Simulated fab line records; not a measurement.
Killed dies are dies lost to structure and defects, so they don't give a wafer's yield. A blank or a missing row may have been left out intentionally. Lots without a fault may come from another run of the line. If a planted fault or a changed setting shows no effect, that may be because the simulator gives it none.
Chamber matching / flow nandHarc / 4 sister chambers for NHARC_A_STAIRCASE_CMP_152 on cmp-03
The step polishes. 8 wafers are shown with their chamber, then 7 later ones without.

## WAFERS WITH THEIR CHAMBER
wafer=L081.2; chamber=0; motorCurrentA (A)=11.1
wafer=L081.3; chamber=2; motorCurrentA (A)=11.4
wafer=L081.6; chamber=1; motorCurrentA (A)=12.0
wafer=L082.2; chamber=1; motorCurrentA (A)=12.4
wafer=L082.3; chamber=3; motorCurrentA (A)=13.7
wafer=L082.5; chamber=2; motorCurrentA (A)=10.5
wafer=L084.2; chamber=0; motorCurrentA (A)=10.9
wafer=L084.3; chamber=3; motorCurrentA (A)=13.9

## WAFERS WITH NO CHAMBER GIVEN
wafer=L084.5; motorCurrentA (A)=11.8
wafer=L087.1; motorCurrentA (A)=11.3
wafer=L087.4; motorCurrentA (A)=10.4
wafer=L087.5; motorCurrentA (A)=10.9
wafer=L092.2; motorCurrentA (A)=10.9
wafer=L092.5; motorCurrentA (A)=12.3
wafer=L092.6; motorCurrentA (A)=11.3

## THE CHAMBER EACH PASSED THROUGH
wafer=L084.5; from the rows above=can't be placed: 1 or 0 or 2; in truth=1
wafer=L087.1; from the rows above=can't be placed: 0 or 2 or 1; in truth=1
wafer=L087.4; from the rows above=can't be placed: 2 or 0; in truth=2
wafer=L087.5; from the rows above=can't be placed: 2 or 0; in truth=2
wafer=L092.2; from the rows above=can't be placed: 2 or 0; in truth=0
wafer=L092.5; from the rows above=1; in truth=1
wafer=L092.6; from the rows above=can't be placed: 0 or 2 or 1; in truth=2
1 of 7 placed correctly. Not placeable from these rows: 6 (in 6, the candidates include the true chamber). Placed wrongly: 0.
How it was worked out, from the rows above alone: a wafer's distance from a chamber is the root of the sum, over the readings, of the square of ((its reading less the chamber's mean) divided by the reading's scatter). If the next closest chamber is less than 2 further off than the closest, the wafer can't be placed; otherwise it belongs to the closest. Each chamber's mean is taken over the wafers shown for it. How the scatter is found: for the shown wafers, subtract from each reading the mean of its chamber, square and add these, divide the total by (wafers less chambers), then take the root.
